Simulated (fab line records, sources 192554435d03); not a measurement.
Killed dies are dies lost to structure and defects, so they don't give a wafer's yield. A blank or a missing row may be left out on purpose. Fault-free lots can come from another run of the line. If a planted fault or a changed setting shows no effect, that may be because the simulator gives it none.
Chamber matching + flow n5 finfet + rie diel-02 running N5_BEOL_M13_ETCH_59: 4 sister chambers
The step etches BARC in N2/H2, target depth 89 nm, overetch 26.7 nm, time 67.9 s. 8 wafers are shown with their chamber, then 10 later ones without.

## WAFERS WITH THEIR CHAMBER
| wafer  | chamber | showerhead plenum p Torr (Torr) | throttle valve pct (%) |
|--------|---------|---------------------------------|------------------------|
| L083.4 | 3       | 2.42                            | 17.85                  |
| L084.6 | 1       | 2.40                            | 18.17                  |
| L085.6 | 1       | 2.40                            | 18.18                  |
| L088.1 | 2       | 2.70                            | 17.96                  |
| L088.2 | 0       | 2.56                            | 17.45                  |
| L088.3 | 3       | 2.41                            | 17.84                  |
| L087.2 | 0       | 2.56                            | 17.45                  |
| L087.3 | 2       | 2.70                            | 17.99                  |

## WAFERS WITH NO CHAMBER GIVEN
| wafer  | showerhead plenum p Torr (Torr) | throttle valve pct (%) |
|--------|---------------------------------|------------------------|
| L087.6 | 2.70                            | 17.96                  |
| L090.1 | 2.70                            | 17.98                  |
| L090.3 | 2.39                            | 18.20                  |
| L090.5 | 2.70                            | 17.99                  |
| L092.1 | 2.56                            | 17.46                  |
| L092.3 | 2.70                            | 18.01                  |
| L092.4 | 2.39                            | 18.21                  |
| L097.2 | 2.41                            | 17.88                  |
| L097.4 | 2.69                            | 17.98                  |
| L097.5 | 2.69                            | 17.98                  |

## CHAMBER TAKEN BY EACH
| wafer  | from the rows above | in truth |
|--------|---------------------|----------|
| L087.6 | 2                   | 2        |
| L090.1 | 2                   | 2        |
| L090.3 | 1                   | 1        |
| L090.5 | 2                   | 2        |
| L092.1 | 0                   | 0        |
| L092.3 | 2                   | 2        |
| L092.4 | 1                   | 1        |
| L097.2 | 3                   | 3        |
| L097.4 | 2                   | 2        |
| L097.5 | 2                   | 2        |
Placed correctly: 10 of 10. Not placeable from these rows: 0. Number placed wrongly: 0.
How it was worked out, from the rows above alone: a wafer's distance from a chamber is the root of the sum, over the readings, of the square of ((its reading less the chamber's mean) divided by the reading's scatter). The wafer belongs to the nearest chamber; if the next one is less than 2 further off, it can't be placed. A chamber's mean is the mean of its shown wafers. The scatter: take each reading less its chamber's mean, square it, sum over the shown wafers, divide by the number of wafers less the number of chambers, and take the root.
